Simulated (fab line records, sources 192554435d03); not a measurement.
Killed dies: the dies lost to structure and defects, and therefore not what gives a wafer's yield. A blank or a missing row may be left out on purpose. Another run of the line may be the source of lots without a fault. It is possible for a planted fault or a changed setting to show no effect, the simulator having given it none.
Chamber matching | flow n5-finfet | 3 sister chambers for N5_ZERO_LAYER_PECVD_02 on pecvd-02
The step deposits SiO2 from SiH4/N2O, target thk 10 nm, time 6 s. 6 wafers are shown with their chamber, then 10 later ones without.

== EACH WAFER AND ITS CHAMBER ==
wafer  | chamber | showerhead-plenum-p-Torr (Torr) | heater-power-w (W)
L079.3 | 0       | 8.03                            | 710
L081.5 | 2       | 7.91                            | 713
L083.2 | 0       | 8.04                            | 706
L083.4 | 2       | 7.92                            | 795
L085.3 | 1       | 8.42                            | 799
L085.4 | 1       | 8.42                            | 777

== WAFERS WHOSE CHAMBER IS MISSING ==
wafer  | showerhead-plenum-p-Torr (Torr) | heater-power-w (W)
L085.6 | 7.93                            | 692
L089.4 | 7.93                            | 722
L089.5 | 8.05                            | 622
L089.6 | 8.43                            | 735
L090.1 | 8.42                            | 822
L090.2 | 7.90                            | 805
L090.5 | 8.41                            | 852
L097.2 | 7.95                            | 788
L097.5 | 8.44                            | 869
L097.6 | 8.04                            | 622

== EACH ONE'S CHAMBER ==
wafer  | from the rows above | in truth
L085.6 | 2                   | 2
L089.4 | 2                   | 2
L089.5 | 0                   | 0
L089.6 | 1                   | 1
L090.1 | 1                   | 1
L090.2 | 2                   | 2
L090.5 | 1                   | 1
L097.2 | 2                   | 2
L097.5 | 1                   | 1
L097.6 | 0                   | 0
Correctly placed: 10 of 10. Left unplaced by these rows: 0. 0 placed wrongly.
How it was worked out, from the rows above alone: a wafer's distance from a chamber is the root of the sum, over the readings, of the square of ((its reading less the chamber's mean) divided by the reading's scatter). The wafer belongs to the nearest chamber; if the next one is less than 2 further off, it can't be placed. Each chamber's mean is taken over the wafers shown for it. How the scatter is found: for the shown wafers, subtract from each reading the mean of its chamber, square and add these, divide the total by (wafers less chambers), then take the root.
